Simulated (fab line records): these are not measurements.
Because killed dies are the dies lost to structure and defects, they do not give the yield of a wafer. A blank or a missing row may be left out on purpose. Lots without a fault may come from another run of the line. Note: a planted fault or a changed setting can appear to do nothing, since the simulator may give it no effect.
Split-lot trial ; flow n5 finfet ; 21 wafers read from 7 lots, route of 1938 steps

ON THE SPLIT
At N5_MIM_BOT_LITHO_DEVELOP_07 (develop time 60 s), the setting develop time s was moved away from the recipe's 60 s on 6 of the 21 wafers read, by -20.2% to +21.8%. The other wafers ran this setting at the recipe's value.

FROM THE SPLIT ON TO THE READING: in between, the file shows 1 step
- N5_MIM_BOT_LITHO_HARDBAKE_09: time 120 s

THE READING
cd nm at N5_MIM_BOT_LITHO_CD_MEAS_08, given in nm (cd target 3000 nm). Typical for fault-free wafers on this fab line: 3000.0 nm, with standard deviation 1.3 nm.

wafer;tool, chamber at the split;develop time s as run, s;against the recipe;cd nm, nm;against lot-mates on the recipe
L078.1;litho track-03, 0;60;recipe;2998.9;-
L078.3;litho track-03, 0;60;recipe;2998.8;-
L078.6;litho track-03, 0;60;recipe;2999.6;-
L083.1;litho track-05, 0;60;recipe;3000.5;-
L083.2;litho track-05, 0;60;recipe;3000.1;-
L083.6;litho track-05, 0;60;recipe;3002.5;-
L088.4;litho track-01, 0;60;recipe;2998.8;-
L088.5;litho track-01, 0;73.05;+21.8%;3003.6;+4.5
L088.6;litho track-01, 0;60;recipe;2999.3;-
L089.1;litho track-05, 0;60;recipe;3002.1;-
L089.3;litho track-05, 0;50.25;-16.2%;2996.5;-5.6
L089.5;litho track-05, 0;50.25;-16.2%;2998.6;-3.5
L093.1;litho track-01, 0;60;recipe;3001.3;-
L093.3;litho track-01, 0;60;recipe;3001.5;-
L093.6;litho track-01, 0;55.6;-7.3%;2999.4;-2.0
L094.1;litho track-05, 0;47.87;-20.2%;2994.6;-3.9
L094.2;litho track-05, 0;60;recipe;2998.5;-
L094.5;litho track-05, 0;47.87;-20.2%;2996.0;-2.5
L096.1;litho track-01, 0;60;recipe;3001.1;-
L096.2;litho track-01, 0;60;recipe;3003.5;-
L096.5;litho track-01, 0;60;recipe;3002.2;-

FIT RESULTS
A straight line over all 21 wafers: cd nm changes by +0.202 nm for each +1% of develop time s; r = +0.79; the points scatter about the line by 1.5 nm.
The same after taking each lot's own level away (the mean of its wafers on the recipe; 21 wafers): +0.208 nm for each +1%; r = +0.91; scatter 0.88 nm.
According to that fit, moving develop time s by its largest amount changes the reading by 4.5 nm.
Measured against the standard deviation above, the lots' own levels, which go from 2998.50 to 3002.27 nm, span 2.9 times it.
So the lot-to-lot level blurs the effect unless lot-mates are compared.
Check: with one of the wafers moved furthest among these (+21.8%) left out of the fit, the line predicts +4.43 nm for it against its lot-mates. It came out at +4.55 nm against them.

THE FILE'S OWN FIT
cd nm changes by +0.21 nm for each +1% of develop time s, r = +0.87.
